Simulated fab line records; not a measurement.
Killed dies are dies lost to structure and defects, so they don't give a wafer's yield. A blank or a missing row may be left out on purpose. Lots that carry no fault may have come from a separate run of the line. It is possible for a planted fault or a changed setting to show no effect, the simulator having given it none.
Chamber matching + flow n5_finfet + N5_SDB_ALD_29 on ald_sin-01 has 4 sister chambers
The step deposits SiNx, target thk 30 nm, pulse time 1 s, ald cycles 600. 8 wafers are shown with their chamber, then 8 later ones without.

== WAFERS, EACH WITH ITS CHAMBER ==
| wafer  | chamber | heater_power_w (W) | precursor_pulse_height_rel |
|--------|---------|--------------------|----------------------------|
| L078.2 | 0       | 818                | 1.014                      |
| L078.3 | 1       | 837                | 1.030                      |
| L081.1 | 0       | 817                | 1.011                      |
| L081.2 | 2       | 702                | 1.010                      |
| L081.4 | 1       | 824                | 1.009                      |
| L081.5 | 2       | 715                | 0.997                      |
| L081.6 | 3       | 874                | 1.014                      |
| L085.4 | 3       | 891                | 1.008                      |

== WAFERS WITHOUT THEIR CHAMBER ==
| wafer  | heater_power_w (W) | precursor_pulse_height_rel |
|--------|--------------------|----------------------------|
| L085.5 | 716                | 1.017                      |
| L085.6 | 832                | 1.020                      |
| L086.1 | 883                | 0.991                      |
| L086.3 | 823                | 0.998                      |
| L086.4 | 723                | 0.999                      |
| L096.1 | 807                | 0.988                      |
| L096.2 | 833                | 0.998                      |
| L096.5 | 808                | 1.006                      |

== WHICH CHAMBER EACH WENT THROUGH ==
| wafer  | from the rows above     | in truth |
|--------|-------------------------|----------|
| L085.5 | 2                       | 2        |
| L085.6 | can't be placed: 1 or 0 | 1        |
| L086.1 | 3                       | 3        |
| L086.3 | can't be placed: 0 or 1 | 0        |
| L086.4 | 2                       | 2        |
| L096.1 | can't be placed: 0 or 1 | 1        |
| L096.2 | can't be placed: 0 or 1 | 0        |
| L096.5 | can't be placed: 0 or 1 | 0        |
Correct placement for 3 of the 8. Cannot be placed on the basis of these rows: 5; the candidates contain the true chamber in 5. Placed wrongly: 0.
How it was worked out, from the rows above alone: a wafer's distance from a chamber is the root of the sum, over the readings, of the square of ((its reading less the chamber's mean) divided by the reading's scatter). If the next closest chamber is less than 2 further off than the closest, the wafer can't be placed; otherwise it belongs to the closest. For every chamber, the mean is computed from those of its wafers that are shown. How the scatter is found: for the shown wafers, subtract from each reading the mean of its chamber, square and add these, divide the total by (wafers less chambers), then take the root.
